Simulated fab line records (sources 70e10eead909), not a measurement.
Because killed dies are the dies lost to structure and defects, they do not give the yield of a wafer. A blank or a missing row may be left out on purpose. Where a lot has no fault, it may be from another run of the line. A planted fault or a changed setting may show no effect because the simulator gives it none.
Chamber matching    flow nand harc    4 sister chambers for NHARC_A_STAIRCASE_CMP_450 on cmp-01
The step polishes SiO2, target thk 200 nm. 4 wafers are shown with their chamber, then 8 later ones without.

EACH WAFER AND ITS CHAMBER
wafer   chamber  motor current A (A)
L083.1  1        14.5
L084.2  3        11.5
L084.6  0        11.6
L087.2  2        10.9

WAFERS WITH NO CHAMBER GIVEN
wafer   motor current A (A)
L087.3  14.4
L087.6  14.0
L090.2  11.1
L090.3  10.9
L090.6  10.9
L092.3  11.9
L092.4  10.2
L092.5  11.8

EACH ONE'S CHAMBER
wafer   from the rows above           in truth
L087.3  1                             1
L087.6  1                             1
L090.2  can't be placed: 2 or 3 or 0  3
L090.3  can't be placed: 2 or 3       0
L090.6  can't be placed: 2 or 3       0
L092.3  can't be placed: 0 or 3       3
L092.4  can't be placed: 2 or 3       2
L092.5  can't be placed: 0 or 3       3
2 of 8 placed correctly. Can't be placed from these rows: 6 (the true chamber is among the candidates in 4). Wrongly placed: 0.
How it was worked out, from the rows above alone: a wafer's distance from a chamber is the root of the sum, over the readings, of the square of ((its reading less the chamber's mean) divided by the reading's scatter). If the next closest chamber is less than 2 further off than the closest, the wafer can't be placed; otherwise it belongs to the closest. The mean given for a chamber averages the wafers shown for that chamber. The scatter: root of mean squared gap, hidden wafer to nearest shown wafer, with one shown wafer a chamber.
